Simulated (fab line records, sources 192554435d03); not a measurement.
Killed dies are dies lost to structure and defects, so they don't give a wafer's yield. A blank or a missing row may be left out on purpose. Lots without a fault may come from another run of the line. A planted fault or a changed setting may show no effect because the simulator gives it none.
Problem report in the 8D (eight disciplines) form, filled by code | flow n5_finfet | the parts of the form that need people (team, actions taken, sign-off) are left out

1. THE PROBLEM
CJ_P at N5_BEOL_M4_RC_MEAS_101 reads a mean of 6.81 on 6 wafers of 2 lots; wafers without a fault read 5.73 with a standard deviation of 0.16. That is +6.7 standard deviations from the usual mean.
First seen on wafer L480.1, day 12 22:57, on prober-01. The record holds 30 wafers of 10 lots with a number at this step. Rule for "out", or "out of limits": more than 4 standard deviations from the usual mean. The other wafers with a number count as sound.

2. WHAT IT IS AND WHAT IT IS NOT
question                    | is                     | is not
which readings at this step | CJ_P                   | DIBL_N, DIBL_P, IOFF_N, IOFF_P, ION_N, ION_P, SS_N, SS_P, VT_N, VT_P
which lots                  | L480, L481             | L467, L469, L472, L473, L474, L483, L488, L489
which wafers of those lots  | all that have a number | -
read on which gauges        | prober-01              | prober-02
when                        | from day 12 22:57      | up to then (15 sound wafers); but 9 sound wafers of L483, L488, L489 came after

3. SUSPECTS, AND WHAT RULES EACH OUT
Counting: a tool at a process step up to the reading stays a suspect if it ran every lot that is out and no sound lot after the first of them.
- the gauge at N5_BEOL_M4_RC_MEAS_101: ruled out. All the wafers that are out were read on prober-01, but those of them that N5_WELL_APT_IMPLANT_15 has rows for are out there too, on other tools.
- implanter-02 at N5_WELL_APT_IMPLANT_15: kept. It ran every lot that is out, first L480 (day 4 20:17), and no sound lot after that; its last sound lot up to then is L474 (day 3 08:27). Its own readings are out on those wafers: dose_ions_cm2, faraday_current_uA.
Left after counting: implanter-02 at N5_WELL_APT_IMPLANT_15.

4. THE CAUSE (what the simulator had put in)
Process parameter drift: implanter-02, from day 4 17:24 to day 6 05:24, at N5_WELL_APT_IMPLANT_15. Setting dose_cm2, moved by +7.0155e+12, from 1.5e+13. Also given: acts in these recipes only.
Counting left only this tool.

5. THE CHAIN OF EFFECTS, in route order
Each row: a reading whose mean over the struck wafers that have a number lies more than 3 standard deviations from the usual. Only readings for which the record gives a usual standard deviation are gone through. hours: the time from each lot's start at the first step in this table that gives one to its start at this step, as a median over the lots. sigmas: the change in usual standard deviations.
hours | step                   | reading            | usual          | on struck wafers | change    | sigmas
0     | N5_WELL_APT_IMPLANT_15 | dose_ions_cm2      | 1.5e+13        | 2.2e+13          | +7.0e+12  | +99 or more
0     | N5_WELL_APT_IMPLANT_15 | faraday_current_uA | 191            | 281              | +90       | +24
207   | N5_BEOL_M4_RC_MEAS_101 | CJ_P               | 5.73           | 6.81             | +1.08     | +6.7
207   | N5_BEOL_M4_RC_MEAS_101 | IOFF_P_LONG        | 0.000102 nA/um | 0.000131         | +0.000029 | +3.6
The process steps in it:
- N5_WELL_APT_IMPLANT_15

6. WHAT WOULD HAVE CAUGHT IT SOONER
In this record the first reading out of limits at a measuring or inspecting step was taken at day 12 22:57, 198 hours after the fault began at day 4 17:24.
The tool's own readings at N5_WELL_APT_IMPLANT_15 were out on every struck wafer that the step has a row for (dose_ions_cm2, faraday_current_uA): an alarm limit on them would have fired on the first of those.
All the lots that are out (2) had begun N5_WELL_APT_IMPLANT_15 on implanter-02 by day 12 22:57. A hold on the tool at that time would have spared none of them.
